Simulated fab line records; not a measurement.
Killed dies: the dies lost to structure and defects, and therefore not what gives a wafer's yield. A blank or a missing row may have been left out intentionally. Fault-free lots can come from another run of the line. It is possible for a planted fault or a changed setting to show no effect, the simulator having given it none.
fab line records	flow n5Finfet
record: lots: 9	wafers: 27	lastDay: 16
route steps=1938 shown BEOL_M15@1773 PASSIVATION@1936
lots that met no fault: from a run of the same line without faults
startH: the number of hours between the record's first day and the start of the first shown wafer of the lot	waitH: time in hours since the lot's previous step	" repeats the value in the row above	L1.1+2: a single row standing in for several wafers	- either no value or no given start	* or withheld: withheld	< > ~ a bound
route shown NAME@n: NAME is a module with steps in the file, n the number in the route of the first one	usual: mean/standard deviation of fault-free wafers	same: alike in all rows	chamber/n: place in a boat	sites: readings site by site	_std_site: the values' standard deviation	_edge_site: outer sites' mean less inner sites'	radiusMm: for every site, how far away it sits from the centre of the wafer	mask NAME#n: copy n	behind: the last tool/chamber to shape the wafer	hold: why the lot was held/for how many hours/how that ended	device: the transistor (n, p or np) that didn't switch	end of line: the same wafers' tests at the end of the route	a step without rows: its recipe alone	killed: not the wafer's yield, but the dies lost to structure and defects at the first sort	map: dies across one wafer; x = killed, . = not, _ = none there
set.NAME: the setting that was run; set.NAME@STEP: the one run at that earlier step	model.NAME: the simulator's own value behind a step, which no gauge read
one table for each step of the route and one row for each wafer, over a sample of lots
services: when a tool's chamber went out of use (startH, in hours from the record's first day, below 0 if earlier), for how many hours, and the reason
== steps ==
step: N5_BEOL_M15_ILD_DEP_00
recipe: material: SiO2	targetThkA: 16293	tempC: 400	precursor: TEOS/O2	pressureTorr: 6.5	rfW: 900	teosFlowSccm: 161.4	gas: O2	flowSccm: 2650	timeS: 346.1
usual: heaterPowerW: 549/110	showerheadPlenumPTorr: 8.34/0.036	throttleValvePct: 19.4/1.1
lot.wafer	tool	chamber	startH	waitH	heaterPowerW	showerheadPlenumPTorr	throttleValvePct
L893.1	pecvd-04	1	233.28	0.0	605	8.32	20.9
L893.2	"	0	"	"	477	8.34	19.4
L893.4	"	2	"	"	492	8.29	18.4
L895.1	pecvd-02	0	252.14	0.0	664	8.30	20.3
L895.2	"	2	"	"	679	8.33	18.4
L895.4	"	0	"	"	536	8.34	20.1
L894.3	pecvd-01	2	256.28	0.0	508	8.34	18.2
L894.4	"	1	"	"	706	8.40	21.6
L894.6	"	0	"	"	429	8.30	18.2
L896.1	pecvd-02	1	263.60	0.0	539	8.34	19.1
L896.2	"	0	"	"	551	8.34	20.6
L896.5	"	1	"	"	628	8.35	19.3
L898.1	pecvd-02	1	278.56	0.0	572	8.36	19.1
L898.2	"	0	"	"	687	8.31	20.3
L898.6	"	2	"	"	579	8.32	18.3
L909.4	pecvd-02	1	348.35	0.1	596	8.35	19.3
L909.5	"	2	"	"	700	8.32	18.3
L909.6	"	0	"	"	680	8.30	20.3
L910.2	pecvd-02	0	351.23	0.0	638	8.32	20.7
L910.3	"	2	"	"	619	8.32	18.3
L910.5	"	1	"	"	482	8.35	19.1
L911.2	pecvd-02	1	351.51	0.0	599	8.35	19.1
L911.4	"	2	"	"	712	8.29	18.7
L911.5	"	1	"	"	496	8.36	19.1
L912.1	pecvd-01	2	362.62	0.0	522	8.36	18.6
L912.5	"	2	"	"	389	8.34	18.7
L912.6	"	0	"	"	427	8.29	18.8
step: N5_BEOL_M15_OVL_MEAS_11
recipe: pointsPerWafer: 44
usual: V14_OVL: -4/5
lot.wafer	tool	chamber	startH	waitH	V14_OVL[nm]
L893.1	overlay-01	0	233.98	0.0	-3
L893.2	"	0	"	"	3
L893.4	"	0	"	"	-2
L895.1	overlay-01	0	252.85	0.0	-3
L895.2	"	0	"	"	0
L895.4	"	0	"	"	7
L894.3	overlay-01	0	257.02	0.0	-11
L894.4	"	0	"	"	-7
L894.6	"	0	"	"	1
L896.1	overlay-01	0	264.20	0.0	2
L896.2	"	0	"	"	1
L896.5	"	0	"	"	2
L898.1	overlay-01	0	279.26	0.0	4
L898.2	"	0	"	"	-3
L898.6	"	0	"	"	2
L909.4	overlay-02	0	348.83	0.0	-4
L909.5	"	0	"	"	0
L909.6	"	0	"	"	7
L910.2	overlay-02	0	351.81	0.0	-9
L910.3	"	0	"	"	-8
L910.5	"	0	"	"	-8
L911.2	overlay-02	0	352.22	0.0	-12
L911.4	"	0	"	"	-18
L911.5	"	0	"	"	-10
L912.1	overlay-02	0	363.20	0.0	-10
L912.5	"	0	"	"	-10
L912.6	"	0	"	"	0
step: N5_BEOL_M15_TRENCH_ETCH_34
recipe: chemistry: C4F8/O2/Ar	target: SiO2	targetDepthA: 8729.3	heInnerTorr: 15	heOuterTorr: 30	timeS: 199	ionEnergyEv: 800	pressureMtorr: 20	sourceW: 1905	biasW: 2040	Ar_flow_sccm: 400	C4F8_flow_sccm: 16	O2_flow_sccm: 12
usual: O2_flow_sccm: 12.00/0.034	drypumpMotorCurrentA: 5.6/0.41	oesProductAu: 0.78/0.065	rfVppV: 2186/59	showerheadPlenumPTorr: 3.43/0.12	throttleValvePct: 30.82/0.21	timeS: 199/0
lot.wafer	tool	chamber	startH	waitH	O2_flow_sccm	drypumpMotorCurrentA	oesProductAu	rfHoursCounterH	rfVppV	showerheadPlenumPTorr	throttleValvePct	timeS
L893.1	rieDiel-06	3	236.07	0.0	11.94	5.9	0.78	156	2122	3.19	30.67	199
L893.2	"	1	"	"	11.90	4.7	0.66	250	2111	3.38	30.82	199
L893.4	"	0	"	"	11.94	5.7	0.90	31	2248	3.50	30.76	199
L895.1	rieDiel-06	2	254.60	0.0	12.03	5.4	0.81	115	2181	3.59	30.72	199
L895.2	"	3	"	"	11.98	5.9	0.78	164	2125	3.19	30.68	199
L895.4	"	2	"	"	12.01	5.4	0.81	-	2180	3.59	30.75	199
L894.3	rieDiel-05	1	258.76	0.0	11.95	5.8	0.84	63	2172	3.52	31.41	199
L894.4	"	3	"	"	12.01	5.2	0.81	69	2261	3.48	30.87	199
L894.6	"	0	"	"	12.02	6.1	0.81	-	2236	3.45	30.66	199
L896.1	rieDiel-06	0	265.94	0.0	12.00	5.7	0.87	42	2248	3.50	30.76	199
L896.2	"	1	"	"	12.03	4.7	0.96	2	2112	3.38	30.51	199
L896.5	"	3	"	"	11.96	5.9	0.77	-	2123	3.18	30.69	199
L898.1	rieDiel-05	1	281.21	0.0	12.06	5.9	0.84	70	2171	3.52	31.43	199
L898.2	"	3	"	"	12.00	5.2	0.80	76	2262	3.48	30.88	199
L898.6	"	0	"	"	11.97	6.1	0.80	-	2237	3.45	30.69	199
L909.4	rieDiel-06	3	350.75	0.1	12.02	5.9	0.75	-	2120	3.17	30.70	139.3
L909.5	"	0	"	"	12.00	5.6	0.85	-	2246	3.48	30.80	139.3
L909.6	"	2	"	"	11.96	5.4	0.78	-	2178	3.57	30.77	139.3
L910.2	rieDiel-05	2	354.30	0.0	12.01	5.1	0.79	118	2265	3.57	30.76	139.3
L910.3	"	0	"	"	12.01	6.0	0.78	122	2234	3.44	30.70	139.3
L910.5	"	0	"	"	11.98	6.1	0.78	-	2234	3.44	30.70	139.3
L911.2	rieDiel-02	1	354.44	0.0	11.99	6.0	0.73	200	2119	3.30	30.71	139.3
L911.4	"	1	"	"	12.00	6.1	0.73	-	2119	3.30	30.72	139.3
L911.5	"	3	"	"	12.00	5.5	0.70	-	2161	3.54	30.87	139.3
L912.1	rieDiel-06	3	365.41	0.0	11.99	5.9	0.74	193	2120	3.17	30.68	139.3
L912.5	"	2	"	"	12.01	5.4	0.77	-	2177	3.57	30.78	139.3
L912.6	"	1	"	"	11.98	4.7	0.88	-	2110	3.37	30.53	139.3
step: N5_BEOL_M15_ETCH_38
recipe: chemistry: CF4/N2	target: SiCN	targetDepthA: 1064	taperDeg: 2	timeS: 120.5	ionEnergyEv: 150	maskMaterial: SiO2	pressureMtorr: 40	sourceW: 430	biasW: 70	Ar_flow_sccm: 100	cf4FlowSccm: 60	n2FlowSccm: 60
usual: drypumpMotorCurrentA: 5.5/0.41	oesProductAu: 0.79/0.058	rfVppV: 382.4/2.1	showerheadPlenumPTorr: 2.21/0.08	throttleValvePct: 15.36/0.12	timeS: 120.5/0
lot.wafer	tool	chamber	startH	waitH	drypumpMotorCurrentA	oesProductAu	rfHoursCounterH	rfVppV	showerheadPlenumPTorr	throttleValvePct	timeS
L893.1	rieDiel-05	1	-	-	5.8	0.86	56	385.2	2.26	15.45	120.5
L893.2	"	3	"	"	5.2	0.82	63	383.3	2.24	15.31	120.5
L893.4	"	2	"	"	5.1	0.82	83	385.8	2.31	15.20	120.5
L895.1	rieDiel-06	3	-	-	5.9	0.78	164	378.5	2.04	15.21	120.5
L895.2	"	2	"	"	5.4	0.82	116	385.3	2.30	15.33	120.5
L895.4	"	2	"	"	5.4	0.82	-	384.3	2.30	15.34	120.5
L894.3	rieDiel-02	0	-	-	5.1	0.72	194	382.0	2.19	15.47	120.5
L894.4	"	3	"	"	5.5	0.73	173	386.3	2.28	15.49	120.5
L894.6	"	1	"	"	6.0	0.75	-	379.8	2.11	15.23	120.5
L896.1	rieDiel-05	1	-	-	5.8	0.84	67	384.0	2.25	15.45	120.5
L896.2	"	3	"	"	5.2	0.81	73	383.3	2.24	15.33	120.5
L896.5	"	0	"	"	6.1	0.81	-	382.5	2.22	15.35	120.5
L898.1	rieDiel-02	1	-	-	6.0	0.76	178	378.4	2.11	15.26	120.5
L898.2	"	0	"	"	5.0	0.72	201	381.7	2.19	15.51	120.5
L898.6	"	0	"	"	5.1	0.71	-	381.9	2.19	15.51	120.5
L909.4	rieDiel-05	0	-	-	6.0	0.79	121	382.7	2.21	15.43	120.5
L909.5	"	2	"	"	5.1	0.79	-	384.4	2.30	15.30	120.5
L909.6	"	1	"	"	5.9	0.81	-	382.3	2.24	15.51	120.5
L910.2	rieDiel-06	3	-	-	5.9	0.75	189	379.2	2.03	15.24	120.5
L910.3	"	2	"	"	5.4	0.79	146	383.5	2.29	15.41	120.5
L910.5	"	2	"	"	5.4	0.78	-	383.9	2.29	15.39	120.5
L911.2	rieDiel-02	0	-	-	5.0	0.70	224	382.6	2.18	15.57	120.5
L911.4	"	0	"	"	5.0	0.70	-	382.9	2.18	15.55	120.5
L911.5	"	1	"	"	6.0	0.74	-	379.9	2.10	15.30	120.5
L912.1	rieDiel-06	3	-	-	5.9	0.75	194	377.6	2.03	15.28	120.5
L912.5	"	3	"	"	5.9	0.75	-	375.8	2.03	15.27	120.5
L912.6	"	2	"	"	5.4	0.78	-	383.8	2.29	15.41	120.5
step: N5_BEOL_M15_THK_MEAS_50
recipe: thkMeasGauge: xrf	reads: Cu_of_BEOL_M15_ECD_47
usual: M15_THK: 843/20
lot.wafer	tool	chamber	startH	waitH	M15_THK[nm]
L893.1	filmMetro-01	-	239.75	-	855
L893.2	"	-	"	"	819
L893.4	"	-	"	"	847
L895.1	filmMetro-01	-	257.70	-	876
L895.2	"	-	"	"	849
L895.4	"	-	"	"	881
L894.3	filmMetro-02	-	261.52	-	835
L894.4	"	-	"	"	826
L894.6	"	-	"	"	842
L896.1	filmMetro-02	-	272.58	-	845
L896.2	"	-	"	"	868
L896.5	"	-	"	"	873
L898.1	filmMetro-02	-	283.07	-	850
L898.2	"	-	"	"	827
L898.6	"	-	"	"	855
L909.4	filmMetro-02	-	354.31	-	588
L909.5	"	-	"	"	578
L909.6	"	-	"	"	606
L910.2	filmMetro-02	-	357.40	-	596
L910.3	"	-	"	"	582
L910.5	"	-	"	"	584
L911.2	filmMetro-02	-	357.46	-	594
L911.4	"	-	"	"	589
L911.5	"	-	"	"	577
L912.1	filmMetro-01	-	368.71	-	581
L912.5	"	-	"	"	598
L912.6	"	-	"	"	576
step: N5_BEOL_M15_RS_MEAS_54
recipe: thkMeasGauge: four-point-probe	reads: Cu_of_BEOL_M15_ECD_47+Ta_of_BEOL_M15_SPUTTER_44+TaN_of_BEOL_M15_SPUTTER_43
usual: M15_RS: 0.0217/0.00051
lot.wafer	tool	chamber	startH	waitH	M15_RS[ohm/sq]
L893.1	filmMetro-01	-	239.87	0.0	0.0214
L893.2	"	-	"	"	0.0222
L893.4	"	-	"	"	0.0216
L895.1	filmMetro-02	-	257.83	0.0	0.0207
L895.2	"	-	"	"	0.0213
L895.4	"	-	"	"	0.0205
L894.3	filmMetro-02	-	261.64	0.1	0.0223
L894.4	"	-	"	"	0.0225
L894.6	"	-	"	"	0.0221
L896.1	filmMetro-02	-	272.70	0.0	0.0218
L896.2	"	-	"	"	0.0214
L896.5	"	-	"	"	0.0212
L898.1	filmMetro-02	-	283.20	0.0	0.0217
L898.2	"	-	"	"	0.0224
L898.6	"	-	"	"	0.0217
L909.4	filmMetro-01	-	354.44	0.0	0.0312
L909.5	"	-	"	"	0.0318
L909.6	"	-	"	"	0.0302
L910.2	filmMetro-01	-	357.53	0.1	0.0312
L910.3	"	-	"	"	0.0319
L910.5	"	-	"	"	0.0318
L911.2	filmMetro-01	-	357.59	0.1	0.0312
L911.4	"	-	"	"	0.0314
L911.5	"	-	"	"	0.0323
L912.1	filmMetro-01	-	368.84	0.0	0.0315
L912.5	"	-	"	"	0.0307
L912.6	"	-	"	"	0.0318
step: N5_PASSIVATION_PROBE_49
usual: defectLimitedYield: 91.4/1.6	killed_at_M0_to_M3: 31/11	killed_at_M4_up: 14/5.7	killedAtContacts: 12/6	killedAtFrontEnd: 41/13	killedAtOther: 3.3/2.8	killedDies: 101/19	killedOnRim: 13/3.9	killedOpen: 67/14	killedShort: 33/8.2	sort_bin_4_leakage: 0.0/0.37	sort_bin_5_function: 5.0/1.1	sort_bin_6_memory: 3.3/0.74	sort_bin_8_speed: 0.0/0.36	sortNPass: 1078/20
same: grossDies: 1180	killedAtBackSide: 0
lot.wafer	tool	chamber	startH	waitH	defectLimitedYield[%]	killed_at_M0_to_M3	killed_at_M4_up	killedAtContacts	killedAtFrontEnd	killedAtOther	killedDies	killedOnRim	killedOpen	killedShort	sort_bin_4_leakage[%]	sort_bin_5_function[%]	sort_bin_6_memory[%]	sort_bin_8_speed[%]	sortNPass
L893.1	prober-02	-	254.75	0.0	94.2	14	11	4	38	1	68	10	36	31	0	3.2	2.1	0	1112
L893.2	prober-02	-	254.80	0.1	92.8	26	13	1	43	2	85	9	59	26	0	4.7	2.3	0	1095
L893.4	prober-02	-	254.90	0.2	92.5	18	9	5	54	3	89	12	55	25	0	4.2	2.6	0	1091
L895.1	prober-02	-	272.04	0.0	91.8	30	5	9	49	4	97	14	60	36	0	4.5	3.4	0	1083
L895.2	prober-02	-	272.09	0.1	90.7	23	6	10	64	7	110	12	56	46	0	5.6	3.5	0	1070
L895.4	prober-02	-	272.19	0.2	93.7	12	4	10	46	2	74	8	45	28	0	2.7	3.3	0	1106
L894.3	prober-02	-	278.29	0.1	91.9	31	13	17	29	6	96	15	62	34	0	4.7	3.2	0	1084
L894.4	prober-02	-	278.34	0.2	90.9	33	17	12	40	5	107	13	75	31	0	5.3	3.4	0	1073
L894.6	prober-02	-	278.44	0.3	89.4	36	21	11	52	5	125	19	77	46	0	6.1	4.2	0	1055
L896.1	prober-02	-	284.99	0.0	92.0	28	22	14	25	5	94	7	66	26	4.4	4.6	3.0	0	1034
L896.2	prober-02	-	285.04	0.1	92.5	24	17	7	39	2	89	11	60	26	0	4.2	2.8	0	1091
L896.5	prober-02	-	285.19	0.2	92.6	19	12	7	41	8	87	13	56	26	0	3.2	3.2	0	1093
L898.1	prober-01	-	298.85	0.0	91.9	28	12	11	45	0	96	13	65	31	0	4.7	3.3	0	1084
L898.2	prober-01	-	298.90	0.1	91.2	42	13	6	43	0	104	13	70	34	0	5.1	3.5	0	1076
L898.6	prober-01	-	299.10	0.3	89.7	47	7	14	53	1	122	17	79	43	0	5.6	4.3	0	1058
L909.4	prober-02	-	368.53	0.2	85.0	19	11	7	138	2	177	31	35	20	0	9.0	2.5	0.5	1003
L909.5	prober-02	-	368.58	0.2	81.5	33	22	28	134	1	218	35	70	32	0	12.2	4.2	0.3	962
L909.6	prober-02	-	368.63	0.3	86.2	45	35	15	68	0	163	31	86	37	0	8.4	3.6	0.1	1017
L911.2	prober-02	-	371.72	0.1	91.4	37	19	13	31	1	101	15	69	26	0	5.4	2.5	0.3	1079
L911.4	prober-02	-	371.82	0.2	92.0	37	10	13	32	2	94	11	58	32	0	3.8	3.4	0.2	1086
L911.5	prober-02	-	371.87	0.2	90.9	36	18	15	37	1	107	18	80	23	0	4.2	4.2	0.3	1073
L910.2	prober-01	-	371.98	0.1	86.6	41	14	5	95	3	158	31	73	43	0	8.1	3.8	0.2	1022
L910.3	prober-01	-	372.03	0.1	80.8	50	14	8	155	0	227	42	81	24	0	10.8	5.8	0.1	953
L910.5	prober-01	-	372.13	0.2	87.7	28	10	9	96	2	145	30	78	24	0	7.5	3.5	0.1	1035
L912.1	prober-01	-	380.87	0.0	92.3	33	10	10	29	9	91	13	63	24	0.3	4.5	2.9	0.1	1085
L912.5	prober-01	-	381.07	0.2	92.7	30	14	12	26	4	86	11	55	27	0	4.5	2.6	0.2	1094
L912.6	prober-01	-	381.12	0.3	91.9	27	20	7	34	7	95	14	62	30	0	4.8	2.9	0.2	1085
killed by level:class
L893.1 GATE_CUT:geometricParticle:short=7 STI_FIN_REVEAL:geometricParticle:open=5 DUMMY_GATE:geometricParticle:open=5 GATE_CUT:geometricParticle:open=5 FIN_SAQP:geometricParticle:short=4 MOL_CONTACT_COAG:geometricParticle:open=4 BEOL_M0_SAQP:geometricParticle:short=4 BEOL_M2:geometricParticle:open=4
L893.2 STI_FIN_REVEAL:geometricParticle:open=10 FIN_SAQP:geometricParticle:open=9 BEOL_M4:geometricParticle:open=9 BEOL_M2:geometricParticle:open=8 FIN_SAQP:geometricParticle:short=7 BEOL_M0_SAQP:geometricParticle:open=6 BEOL_M3:geometricParticle:open=5 GATE_CUT:geometricParticle:short=4
L893.4 FIN_SAQP:geometricParticle:open=10 DUMMY_GATE:geometricParticle:open=8 HKMG_FIN:areaEtch=7 FIN_SAQP:geometricParticle:short=6 STI_FIN_REVEAL:geometricParticle:open=6 DUMMY_GATE:geometricParticle:short=5 STARTING-WAFER:geometricParticle:open=5 MOL_CONTACT_COAG:geometricParticle:open=4
L895.1 FIN_SAQP:geometricParticle:short=13 FIN_SAQP:geometricParticle:open=11 BEOL_M3:geometricParticle:open=8 MOL_CONTACT_COAG:geometricParticle:open=8 DUMMY_GATE:geometricParticle:open=6 BEOL_M0_SAQP:geometricParticle:open=5 BEOL_M2:geometricParticle:open=5 ILD0:geometricParticle:short=4
L895.2 FIN_SAQP:geometricParticle:short=13 GATE_CUT:geometricParticle:short=12 FIN_SAQP:geometricParticle:open=11 GATE_CUT:geometricParticle:open=9 DUMMY_GATE:geometricParticle:open=7 MOL_CONTACT_COAG:geometricParticle:open=6 BEOL_M0_SAQP:geometricParticle:short=6 PASSIVATION:areaEtch=5
L895.4 FIN_SAQP:geometricParticle:short=16 MOL_CONTACT_COAG:geometricParticle:open=10 FIN_SAQP:geometricParticle:open=8 STI_FIN_REVEAL:geometricParticle:open=4 DUMMY_GATE:geometricParticle:open=4 BEOL_M3:geometricParticle:open=4 DUMMY_GATE:geometricParticle:short=3 GATE_CUT:geometricParticle:short=3
L894.3 MOL_CONTACT_COAG:geometricParticle:open=14 BEOL_M0_SAQP:geometricParticle:short=8 STI_FIN_REVEAL:geometricParticle:open=7 BEOL_M0_SAQP:geometricParticle:open=7 BEOL_M4:geometricParticle:open=7 GATE_CUT:geometricParticle:open=5 FIN_SAQP:geometricParticle:open=4 BEOL_M0:geometricParticle:short=4
L894.4 BEOL_M3:geometricParticle:open=12 MOL_CONTACT_COAG:geometricParticle:open=11 FIN_SAQP:geometricParticle:open=7 GATE_CUT:geometricParticle:short=7 BEOL_M4:geometricParticle:open=7 DUMMY_GATE:geometricParticle:open=6 GATE_CUT:geometricParticle:open=6 BEOL_M2:geometricParticle:open=6
L894.6 BEOL_M0_SAQP:geometricParticle:short=13 BEOL_M0_SAQP:geometricParticle:open=13 STI_FIN_REVEAL:geometricParticle:open=11 BEOL_M4:geometricParticle:open=11 MOL_CONTACT_COAG:geometricParticle:open=8 FIN_SAQP:geometricParticle:open=6 GATE_CUT:geometricParticle:open=6 STARTING-WAFER:geometricParticle:short=6
L896.1 BEOL_M4:geometricParticle:open=16 MOL_CONTACT_COAG:geometricParticle:open=11 BEOL_M2:geometricParticle:open=7 BEOL_M1:geometricParticle:open=6 BEOL_M0_SAQP:geometricParticle:open=5 FIN_SAQP:geometricParticle:short=4 ILD0:geometricParticle:open=4 GATE_CUT:geometricParticle:short=4
L896.2 BEOL_M4:geometricParticle:open=11 FIN_SAQP:geometricParticle:open=7 MOL_CONTACT_COAG:geometricParticle:open=7 FIN_SAQP:geometricParticle:short=5 DUMMY_GATE:geometricParticle:open=5 BEOL_M0:geometricParticle:open=5 GATE_CUT:geometricParticle:short=4 BEOL_M3:geometricParticle:open=4
L896.5 FIN_SAQP:geometricParticle:open=7 DUMMY_GATE:geometricParticle:open=6 PAD_METAL:geometricParticle:open=6 STARTING-WAFER:geometricParticle:open=6 BEOL_M0_SAQP:geometricParticle:open=5 BEOL_M0_SAQP:geometricParticle:short=5 BEOL_M2:geometricParticle:open=5 BEOL_M4:geometricParticle:open=5
L898.1 FIN_SAQP:geometricParticle:short=11 MOL_CONTACT_COAG:geometricParticle:open=9 STI_FIN_REVEAL:geometricParticle:open=8 FIN_SAQP:geometricParticle:open=7 BEOL_M0_SAQP:geometricParticle:short=5 BEOL_M1:geometricParticle:open=5 DUMMY_GATE:geometricParticle:open=4 BEOL_M0_SAQP:geometricParticle:open=4
L898.2 BEOL_M3:geometricParticle:open=11 FIN_SAQP:geometricParticle:open=8 BEOL_M2:geometricParticle:open=8 STI_FIN_REVEAL:geometricParticle:open=7 BEOL_M0_SAQP:geometricParticle:open=7 BEOL_M2:geometricParticle:short=7 FIN_SAQP:geometricParticle:short=6 GATE_CUT:geometricParticle:open=5
L898.6 BEOL_M1:geometricParticle:open=15 STI_FIN_REVEAL:geometricParticle:open=14 FIN_SAQP:geometricParticle:short=13 MOL_CONTACT_COAG:geometricParticle:open=10 BEOL_M2:geometricParticle:open=9 FIN_SAQP:geometricParticle:open=5 GATE_CUT:geometricParticle:short=5 BEOL_M0_SAQP:geometricParticle:open=5
L909.4 FIN_CUT:unspecified=114 MOL_CONTACT_COAG:geometricParticle:open=6 BEOL_M15:areaEcd=6 FIN_SAQP:geometricParticle:short=5 BEOL_M3:geometricParticle:open=5 BEOL_M0_SAQP:geometricParticle:open=4 STI_FIN_REVEAL:geometricParticle:open=3 BEOL_M2:geometricParticle:open=3
L909.5 FIN_CUT:unspecified=111 MOL_CONTACT_COAG:geometricParticle:open=22 BEOL_M0_SAQP:geometricParticle:open=8 BEOL_M4:geometricParticle:open=8 BEOL_M0_SAQP:geometricParticle:short=7 MOL_CONTACT_COAG:geometricParticle:short=6 FIN_SAQP:geometricParticle:open=4 FIN_SAQP:geometricParticle:short=4
L909.6 FIN_CUT:unspecified=39 BEOL_M4:geometricParticle:open=14 BEOL_M2:geometricParticle:open=12 MOL_CONTACT_COAG:geometricParticle:open=11 FIN_SAQP:geometricParticle:short=9 BEOL_M0_SAQP:geometricParticle:short=8 BEOL_M0_SAQP:geometricParticle:open=7 BEOL_M1:geometricParticle:open=7
L911.2 MOL_CONTACT_COAG:geometricParticle:open=13 BEOL_M2:geometricParticle:open=10 STI_FIN_REVEAL:geometricParticle:open=9 BEOL_M0_SAQP:geometricParticle:open=6 BEOL_M4:geometricParticle:open=6 FIN_SAQP:geometricParticle:open=5 GATE_CUT:geometricParticle:short=4 BEOL_M0_SAQP:geometricParticle:short=4
L911.4 BEOL_M0_SAQP:geometricParticle:open=12 BEOL_M3:geometricParticle:open=10 MOL_CONTACT_COAG:geometricParticle:open=9 BEOL_M0_SAQP:geometricParticle:short=9 STI_FIN_REVEAL:geometricParticle:open=8 FIN_SAQP:geometricParticle:short=4 STI_FIN_REVEAL:geometricParticle:short=4 DUMMY_GATE:geometricParticle:open=4
L911.5 STI_FIN_REVEAL:geometricParticle:open=16 MOL_CONTACT_COAG:geometricParticle:open=14 BEOL_M2:geometricParticle:open=11 FIN_SAQP:geometricParticle:open=7 BEOL_M1:geometricParticle:open=7 BEOL_M0_SAQP:geometricParticle:open=4 BEOL_M2:geometricParticle:short=4 BEOL_M3:geometricParticle:short=4
L910.2 FIN_CUT:unspecified=39 FIN_SAQP:geometricParticle:open=15 BEOL_M0_SAQP:geometricParticle:open=11 STI_FIN_REVEAL:geometricParticle:open=9 BEOL_M0_SAQP:geometricParticle:short=9 BEOL_M1:geometricParticle:open=8 FIN_SAQP:geometricParticle:short=7 BEOL_M4:geometricParticle:open=7
L910.3 FIN_CUT:unspecified=119 BEOL_M3:geometricParticle:open=16 STI_FIN_REVEAL:geometricParticle:open=11 BEOL_M1:geometricParticle:open=11 FIN_SAQP:geometricParticle:open=8 MOL_CONTACT_COAG:geometricParticle:open=6 BEOL_M0_SAQP:geometricParticle:open=6 BEOL_M1:geometricParticle:short=6
L910.5 FIN_CUT:unspecified=41 STI_FIN_REVEAL:geometricParticle:open=13 BEOL_M3:geometricParticle:open=11 FIN_SAQP:geometricParticle:open=10 FIN_SAQP:geometricParticle:short=8 BEOL_M2:geometricParticle:open=8 MOL_CONTACT_COAG:geometricParticle:open=7 DUMMY_GATE:geometricParticle:open=6
L912.1 STI_FIN_REVEAL:geometricParticle:open=9 BEOL_M3:geometricParticle:open=9 MOL_CONTACT_COAG:geometricParticle:open=8 BEOL_M2:geometricParticle:open=8 BEOL_M4:geometricParticle:open=5 BEOL_M1:geometricParticle:open=4 BEOL_M0_SAQP:geometricParticle:open=4 BEOL_M0_SAQP:geometricParticle:short=4
L912.5 MOL_CONTACT_COAG:geometricParticle:open=9 BEOL_M2:geometricParticle:open=9 FIN_SAQP:geometricParticle:open=7 BEOL_M3:geometricParticle:open=6 BEOL_M4:geometricParticle:open=4 DUMMY_GATE:geometricParticle:open=3 ILD0:geometricParticle:short=3 GATE_CUT:geometricParticle:short=3
L912.6 BEOL_M3:geometricParticle:open=12 BEOL_M4:geometricParticle:open=8 GATE_CUT:geometricParticle:open=6 MOL_CONTACT_COAG:geometricParticle:open=6 STI_FIN_REVEAL:geometricParticle:short=4 DUMMY_GATE:geometricParticle:open=4 BEOL_M0_SAQP:geometricParticle:short=4 BEOL_M1:geometricParticle:open=4
== services ==
tool	chamber	startH	hours	kind
pecvd-02	-	212.28	0.4	repair
pecvd-02	0	214.62	2.1	scheduledDown
rieDiel-05	0	221.63	2.8	repair
rieDiel-06	1	237.52	-	clean
rieDiel-06	1	237.52	-	consumableReplace:focusRing
rieDiel-06	1	237.52	21.4	scheduledDown
rieDiel-06	1	237.52	21.4	ventCycle
pecvd-02	2	241.55	5.5	scheduledDown
pecvd-02	-	245.19	5.5	pm
pecvd-02	2	255.88	2.1	scheduledDown
rieDiel-06	3	272.94	8.2	repair
pecvd-02	1	289.42	5.5	scheduledDown
rieDiel-05	2	292.50	6.9	repair
pecvd-02	2	292.67	13.2	repair
pecvd-01	0	296.42	5.3	repair
rieDiel-06	3	335.24	4.3	repair
pecvd-04	-	335.80	28.1	pm
pecvd-02	2	344.81	3.0	repair
rieDiel-02	2	345.20	-	clean
rieDiel-02	2	345.20	-	consumableReplace:focusRing
rieDiel-06	1	347.84	8.6	repair
rieDiel-06	-	358.55	0.9	repair
rieDiel-05	1	359.64	5.6	repair
rieDiel-05	-	365.21	1.2	repair
== key ==
firstSign: step: N5_BEOL_M15_TRENCH_ETCH_34	reading: timeS	direction: down	sigmas: 99+	usual: *	struck: *
effect: step: N5_BEOL_M15_THK_MEAS_50	reading: M15_THK	direction: down	sigmas: 13	usual: 843	struck: 588
effect: step: N5_BEOL_M15_RS_MEAS_54	reading: M15_RS	direction: up	sigmas: 19	usual: 0.0217	struck: 0.0314
metAt N5_BEOL_M15_TRENCH_ETCH_34
struckLots L909,L910,L911,L912
notActingAt N5_BEOL_M15_ILD_DEP_00,N5_BEOL_M15_OVL_MEAS_11,N5_BEOL_M15_ETCH_38
onsetBetween 281.21 350.75
earlierFault: kind: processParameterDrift	tool: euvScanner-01	chamber: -	onsetH: 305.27	steps: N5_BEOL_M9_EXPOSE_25	channel: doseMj	offset: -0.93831	shape: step	actsIn: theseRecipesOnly	stated: 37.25
earlierFault: kind: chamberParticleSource	tool: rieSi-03	chamber: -	onsetH: 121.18	steps: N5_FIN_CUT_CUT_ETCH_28	ratePerVisitCm2: 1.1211
fault: kind: recipeVersionSkew	tool: rieDiel-02,rieDiel-05,rieDiel-06	chamber: -	onsetH: 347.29	steps: N5_BEOL_M15_TRENCH_ETCH_34	wrongRecipe.timeS: *
